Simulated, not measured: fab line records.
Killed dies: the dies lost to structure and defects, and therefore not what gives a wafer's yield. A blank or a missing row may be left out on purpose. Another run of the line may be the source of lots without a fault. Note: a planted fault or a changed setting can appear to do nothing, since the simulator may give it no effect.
Matching of chambers + flow nandHarc + pecvd-01 running NHARC_A_CONTACT_DEP_29: 3 sister chambers
The step deposits SiON, target thk 100 nm. 6 wafers are shown with their chamber, then 7 later ones without.

WAFERS WITH THEIR CHAMBER
| wafer  | chamber | heaterPowerW (W) |
|--------|---------|------------------|
| L085.1 | 0       | 545              |
| L086.4 | 1       | 912              |
| L086.5 | 2       | 780              |
| L086.6 | 0       | 539              |
| L094.1 | 1       | 995              |
| L094.2 | 2       | 763              |

WAFERS WITH NO CHAMBER GIVEN
| wafer  | heaterPowerW (W) |
|--------|------------------|
| L094.3 | 592              |
| L094.4 | 597              |
| L094.5 | 760              |
| L094.6 | 1003             |
| L097.3 | 1014             |
| L097.4 | 654              |
| L097.5 | 1018             |

WHICH CHAMBER EACH ONE RAN IN
| wafer  | from the rows above     | in truth |
|--------|-------------------------|----------|
| L094.3 | 0                       | 0        |
| L094.4 | 0                       | 0        |
| L094.5 | 2                       | 2        |
| L094.6 | 1                       | 1        |
| L097.3 | 1                       | 1        |
| L097.4 | can't be placed: 0 or 2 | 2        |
| L097.5 | 1                       | 1        |
Correct placement for 6 of the 7. Not placeable from these rows: 1 (in 1, the candidates include the true chamber). 0 placed wrongly.
How it was worked out, from the rows above alone: a wafer's distance from a chamber is the root of the sum, over the readings, of the square of ((its reading less the chamber's mean) divided by the reading's scatter). The wafer belongs to the nearest chamber; if the next one is less than 2 further off, it can't be placed. The mean given for a chamber averages the wafers shown for that chamber. The scatter: take each reading less its chamber's mean, square it, sum over the shown wafers, divide by the number of wafers less the number of chambers, and take the root.
